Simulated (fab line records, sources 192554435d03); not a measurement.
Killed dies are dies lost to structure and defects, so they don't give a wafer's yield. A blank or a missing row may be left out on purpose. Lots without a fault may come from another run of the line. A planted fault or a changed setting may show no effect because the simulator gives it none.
A struck lot beside a sound one | flow n5_finfet | 37 steps out of a route of 1938
Sound: wafers L813.4, L813.5, L813.6. Struck: wafer L816.2. (L816.3, L816.5 of the same lot were not struck and are left out.) The cause comes at the end.
At each step with rows: each side's tool, then ch and its chambers, then its first start. Under that, the readings that differ: sound wafers | struck wafers | difference of the means | sigmas: that difference in standard deviations of wafers without a fault.
alike: readings whose means differ by less than 2 such deviations, and words and numbers that are the same on both sides. not compared: withheld readings, readings that some wafer has no value for, bounds like >300 that may hide the same value, and numbers for which the record gives no deviation and whose values overlap.
The two part at a step that has a row with sigmas, a row that says differs or no value, or rows on one side only. Numbers that don't overlap but have no deviation are shown without sigmas and don't part them. A reading that every wafer of one side lacks parts them only if that side has two wafers or more.

first, 10 steps without rows for these wafers: N5_DUMMY_GATE_ETCH_23 (etches poly-Si in HBr/Cl2/O2, target depth 41 nm, time 22.3 s); N5_DUMMY_GATE_ETCH_44 (etches poly-Si in HBr/O2, stops on SiO2, target depth 127.5 nm); N5_DUMMY_GATE_ETCH_42 (etches SiO2 in CHF3/O2, target depth 3.5 nm, time 31 s); N5_DUMMY_GATE_STRIP_48 (strips in N2/H2, time 20 s); N5_DUMMY_GATE_PRECLEAN_33 (cleans in dHF, time 10 s); N5_DUMMY_GATE_PRECLEAN_25 (cleans in O3/DIW, time 45 s); N5_DUMMY_GATE_PRECLEAN_51 (cleans in SC2, time 45 s); N5_DUMMY_GATE_SRD_26 (time 30 s); N5_DUMMY_GATE_UV_OZONE_45 (time 120 s); N5_SPACER0_ALD_07 (deposits SiNx, target thk 2 nm).
N5_SPACER0_ALD_00: deposits SiOCN, target thk 3.5 nm, pulse time 3 s, purge time 2 s.
  sound on ald_sin-03 ch 0,2,3, day 3 12:32; struck on ald_sin-03 ch 3, day 4 05:57
  reading                                   | sound       | struck | difference | sigmas
  ald_cycles                                | 58 58 58    | 72     | +14        |
  model.SiOCN_of_SPACER0_ALD_00.thk_nm (nm) | 3.6 3.4 3.6 | 4.4    | +0.9       |
  alike: heater_power_w, precursor_pulse_height_rel
then, 25 steps without rows for these wafers: N5_SPACER0_ALD_08 (deposits SiNx, target thk 2 nm); N5_SD_EPI_N_COAT_32 (time 60 s, resist thk 350 nm); N5_SD_EPI_N_COAT_33 (time 60 s, resist thk 35 nm); N5_SD_EPI_N_COAT_03 (resist thk 150 nm); N5_SD_EPI_N_EBR_05; N5_SD_EPI_N_SOFTBAKE_04 (time 60 s); N5_SD_EPI_N_EXPOSE_06 (exposes mask SD N BLK, target cd 120 nm); N5_SD_EPI_N_PEB_07 (peb time 60 s); N5_SD_EPI_N_DEVELOP_08 (develop time 30 s); N5_SD_EPI_N_DESCUM_14 (chemistry O2, time 7.9 s); N5_SD_EPI_N_ETCH_34 (etches SiARC in CF4, target depth 45.5 nm, time 75.8 s); N5_SD_EPI_N_ETCH_35 (etches SOC in N2/H2, overetch 108 nm, time 486 s); N5_SD_EPI_N_STRIP_36 (strips in N2/H2); N5_SD_EPI_N_ETCHBACK_44 (etches SiNx in CH3F/O2, stops on SiO2, target depth 14.5 nm); N5_SD_EPI_N_ETCH_45 (etches SiOCN in CH3F/O2, target depth 6 nm); N5_SD_EPI_N_ETCH_16 (etches SiO2 in CHF3/O2, target depth 5 nm); N5_SD_EPI_N_STRIP_47 (strips in CHF3/O2); N5_SD_EPI_N_SD_RECESS_17 (chemistry HBr/Cl2/O2, target depth 41 nm, time 23.7 s, bt time 3 s); N5_SD_EPI_N_STRIP_38 (strips in N2/H2); N5_SD_EPI_N_WET_ETCH_43 (etches SiO2 in dHF, time 14 s, target depth 1.5 nm); N5_SD_EPI_N_STRIP_18 (strips in SPM, time 750 s); N5_SD_EPI_N_SRD_20 (time 30 s); N5_SD_EPI_N_PRECLEAN_48 (cleans in NF3:NH3, afs cycles 2, time 20 s, sublimation time 60 s); N5_SD_EPI_N_VAPOR_ETCH_50 (etches Si in HCl, time 54 s); N5_SD_EPI_N_EPI_21 (deposits Si:P, time 690 s).
N5_SD_EPI_P_PRECLEAN_32: cleans in dHF, time 10 s.
  sound on wet_bench-01 ch 0,1,5, day 3 22:27; struck on wet_bench-02 ch 5, day 4 16:28
  reading                                   | sound       | struck | difference | sigmas
  model.SiOCN_of_SPACER0_ALD_00.thk_nm (nm) | 3.4 3.4 3.4 | 4.2    | +0.8       |

WHERE THEY PART
Nowhere in this record.

WHY: what the simulator had put in
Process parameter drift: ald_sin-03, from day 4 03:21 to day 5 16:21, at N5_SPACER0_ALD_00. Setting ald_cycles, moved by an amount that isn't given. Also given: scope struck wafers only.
